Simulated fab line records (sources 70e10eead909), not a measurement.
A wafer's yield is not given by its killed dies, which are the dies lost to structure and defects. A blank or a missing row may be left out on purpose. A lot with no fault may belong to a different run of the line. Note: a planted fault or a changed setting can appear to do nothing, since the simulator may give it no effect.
Chamber matching / flow nand_harc / rie_diel-10 running NHARC_P_CONTACT_STRIP_28: 4 sister chambers
The step strips in O2. 14 wafers are shown with their chamber, then 7 later ones without.

== EACH WAFER AND ITS CHAMBER ==
wafer=L508.1; chamber=3; drypump_motor_current_A (A)=5.8; oes_product_au (a.u.)=1.001; throttle_valve_pct (%)=17.037
wafer=L508.2; chamber=1; drypump_motor_current_A (A)=5.1; oes_product_au (a.u.)=0.994; throttle_valve_pct (%)=17.044
wafer=L508.3; chamber=2; drypump_motor_current_A (A)=5.2; oes_product_au (a.u.)=0.985; throttle_valve_pct (%)=17.020
wafer=L510.1; chamber=2; drypump_motor_current_A (A)=5.2; oes_product_au (a.u.)=0.995; throttle_valve_pct (%)=17.034
wafer=L510.3; chamber=0; drypump_motor_current_A (A)=5.8; oes_product_au (a.u.)=1.013; throttle_valve_pct (%)=17.052
wafer=L510.6; chamber=2; drypump_motor_current_A (A)=5.2; oes_product_au (a.u.)=0.981; throttle_valve_pct (%)=17.038
wafer=L509.1; chamber=3; drypump_motor_current_A (A)=5.8; oes_product_au (a.u.)=1.004; throttle_valve_pct (%)=17.039
wafer=L509.4; chamber=0; drypump_motor_current_A (A)=5.8; oes_product_au (a.u.)=1.014; throttle_valve_pct (%)=17.027
wafer=L509.6; chamber=2; drypump_motor_current_A (A)=5.3; oes_product_au (a.u.)=1.001; throttle_valve_pct (%)=17.042
wafer=L511.1; chamber=3; drypump_motor_current_A (A)=5.7; oes_product_au (a.u.)=1.011; throttle_valve_pct (%)=17.044
wafer=L511.3; chamber=0; drypump_motor_current_A (A)=5.8; oes_product_au (a.u.)=1.009; throttle_valve_pct (%)=17.043
wafer=L511.6; chamber=2; drypump_motor_current_A (A)=5.3; oes_product_au (a.u.)=0.996; throttle_valve_pct (%)=17.040
wafer=L512.1; chamber=0; drypump_motor_current_A (A)=5.8; oes_product_au (a.u.)=1.005; throttle_valve_pct (%)=17.030
wafer=L512.2; chamber=2; drypump_motor_current_A (A)=5.2; oes_product_au (a.u.)=0.993; throttle_valve_pct (%)=17.033

SIGNATURES (means of the wafers above)
reading=drypump_motor_current_A; chamber 0=5.800; chamber 1=5.100; chamber 2=5.233; chamber 3=5.767; scatter within a chamber=0.0447
reading=oes_product_au; chamber 0=1.01025; chamber 1=0.99400; chamber 2=0.99183; chamber 3=1.00533; scatter within a chamber=0.00617
reading=throttle_valve_pct; chamber 0=17.03800; chamber 1=17.04400; chamber 2=17.03450; chamber 3=17.04000; scatter within a chamber=0.00862
Rule: for each reading, subtract the chamber's mean from the wafer's reading, divide by that reading's scatter and square the result; add these up over the readings and take the root, which gives the wafer's distance from the chamber. The wafer belongs to the nearest chamber; if the next one is less than 2 further off, it can't be placed. How the scatter is found: for the shown wafers, subtract from each reading the mean of its chamber, square and add these, divide the total by (wafers less chambers), then take the root.

== WAFERS WITH NO CHAMBER GIVEN ==
wafer=L512.6; drypump_motor_current_A (A)=5.8; oes_product_au (a.u.)=1.005; throttle_valve_pct (%)=17.036
wafer=L514.2; drypump_motor_current_A (A)=5.1; oes_product_au (a.u.)=1.002; throttle_valve_pct (%)=17.049
wafer=L514.3; drypump_motor_current_A (A)=5.7; oes_product_au (a.u.)=0.997; throttle_valve_pct (%)=17.042
wafer=L514.4; drypump_motor_current_A (A)=5.2; oes_product_au (a.u.)=0.987; throttle_valve_pct (%)=17.042
wafer=L528.1; drypump_motor_current_A (A)=5.7; oes_product_au (a.u.)=1.013; throttle_valve_pct (%)=17.043
wafer=L528.2; drypump_motor_current_A (A)=5.1; oes_product_au (a.u.)=1.012; throttle_valve_pct (%)=17.051
wafer=L528.4; drypump_motor_current_A (A)=5.8; oes_product_au (a.u.)=1.011; throttle_valve_pct (%)=17.029

== WHICH CHAMBER EACH WENT THROUGH ==
wafer=L512.6; from the rows above=can't be placed: 3 or 0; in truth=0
wafer=L514.2; from the rows above=1; in truth=1
wafer=L514.3; from the rows above=can't be placed: 3 or 0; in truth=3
wafer=L514.4; from the rows above=can't be placed: 2 or 1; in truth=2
wafer=L528.1; from the rows above=can't be placed: 3 or 0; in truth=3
wafer=L528.2; from the rows above=can't be placed: 1 or 2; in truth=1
wafer=L528.4; from the rows above=can't be placed: 0 or 3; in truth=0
1 of 7 placed correctly. Not placeable from these rows: 6 (in 6, the candidates include the true chamber). 0 placed wrongly.
